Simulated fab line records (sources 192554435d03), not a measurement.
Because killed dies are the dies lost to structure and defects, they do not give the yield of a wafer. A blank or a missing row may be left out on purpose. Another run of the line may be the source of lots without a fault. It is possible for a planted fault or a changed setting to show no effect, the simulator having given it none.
Split-lot experiment	flow n5 finfet	on a route of 1938 steps: 7 lots, 21 wafers read

== THE SPLIT ==
At N5_BEOL_M5_ETCH_68 (etches SOC in N2/H2, target depth 80 nm, overetch 16 nm, time 120 s), the setting time s was moved away from the recipe's 120 s on 7 of the 21 wafers read, by -17.6% to +5.7%. All remaining wafers had this setting at the recipe value.

The split's own step is where the reading is taken.

== THE READING ==
SiARC_of_BEOL_M5_COAT_66.thk nm (the simulator's own value, which no gauge read), in nm, at N5_BEOL_M5_ETCH_68 (etches SOC in N2/H2, target depth 80 nm, overetch 16 nm, time 120 s). No usual value for it is given in the file. Average 6.3 nm, standard deviation 0.21 nm, over the 14 wafers here run with the recipe.

wafer	tool, chamber at the split	time s as run, s	against the recipe	SiARC_of_BEOL_M5_COAT_66.thk nm, nm	against lot-mates on the recipe
L076.1	rie diel-02, 2	120	recipe	6.2	-
L076.2	rie diel-02, 1	120	recipe	6.8	-
L076.5	rie diel-02, 2	102.3	-14.8%	7	+0.5
L077.2	rie diel-02, 2,3	120	recipe	6.2	-
L077.3	rie diel-02, 2,3	120	recipe	6.2	-
L077.4	rie diel-02, 1	98.83	-17.6%	7.6	+1.4
L085.2	rie diel-05, 2,1	120	recipe	6.2	-
L085.3	rie diel-05, 2,1	120	recipe	6.2	-
L085.5	rie diel-05, 1	113	-5.8%	6.6	+0.4
L089.1	rie diel-02, 0	120	recipe	6.6	-
L089.4	rie diel-02, 2	100.5	-16.2%	7.2	+0.8
L089.5	rie diel-02, 2	120	recipe	6.2	-
L094.2	rie diel-05, 0	120	recipe	6.4	-
L094.4	rie diel-05, 2	126.8	+5.7%	5.8	-0.6
L094.6	rie diel-05, 0	126.8	+5.7%	6.2	-0.2
L096.2	rie diel-05, 2	120	recipe	6.2	-
L096.5	rie diel-05, 2	120	recipe	6.2	-
L096.6	rie diel-05, 3	120	recipe	6.6	-
L097.2	rie diel-05, 0	104.1	-13.3%	7.2	+1.1
L097.4	rie diel-05, 1	120	recipe	6	-
L097.5	rie diel-05, 2	120	recipe	6.2	-
When a row names more than one chamber, that row covers several wafers, and the file does not tell which wafer ran in which chamber.

THE FIT
A straight line over all 21 wafers: SiARC_of_BEOL_M5_COAT_66.thk nm changes by -0.0607 nm for each +1% of time s; r = -0.90; the points scatter about the line by 0.21 nm.
The same after taking each lot's own level away (the mean of its wafers on the recipe; 21 wafers): -0.0627 nm for each +1%; r = -0.90; scatter 0.21 nm.
On that fit, the largest move of time s shifts the reading by 1.1 nm.
The span of the lots' own levels, 6.10 to 6.50 nm, comes to 1.9 times the standard deviation stated above.
Hence the lot-to-lot level has little effect on the slope; both slopes agree.
Check: +0.976 nm against its lot-mates is what the line predicts for one of the wafers moved furthest among these (-17.6%) when that wafer is left out of the fit. Against them it came out at +1.4 nm.

== OTHER SPLITS ON THESE WAFERS ==
Note: prior to the reading, these wafers also went through further splits. Each is held against what the fit with the lots' levels taken away leaves over:
other split on the same wafers	wafers away from the commonest value	r with SiARC_of_BEOL_M5_COAT_66.thk nm (lot level and that fit taken away)
N5_HKMG_FIN_CVD_62 temp c	9	+0.22
N5_HKMG_FIN_ETCH_35 time s	7	-0.08
N5_MOL_CONTACT_COAG_COAT_58 spin rpm	8	+0.00
N5_MOL_CONTACT_COAG_ETCH_105 bias w	8	+0.10
N5_MOL_CONTACT_COAG_ALD_27 ald cycles	7	+0.53
N5_BEOL_M0_SAQP_ETCH_107 bias w	3	-0.32
N5_BEOL_M0_DEP_125 time s	7	-0.56
N5_BEOL_M1_PECVD_72 time s	7	+0.28
N5_BEOL_M1_SPUTTER_79 time s	9	+0.18
N5_BEOL_M2_EXPOSE_08 dose mj	3	+0.09
N5_BEOL_M3_TRENCH_ETCH_37 bias w	4	+0.46
N5_BEOL_M4_DESCUM_33 time s	4	+0.02

== THE FILE'S OWN FIT ==
SiARC_of_BEOL_M5_COAT_66.thk nm changes by -0.0621 nm for each +1% of time s, r = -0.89.
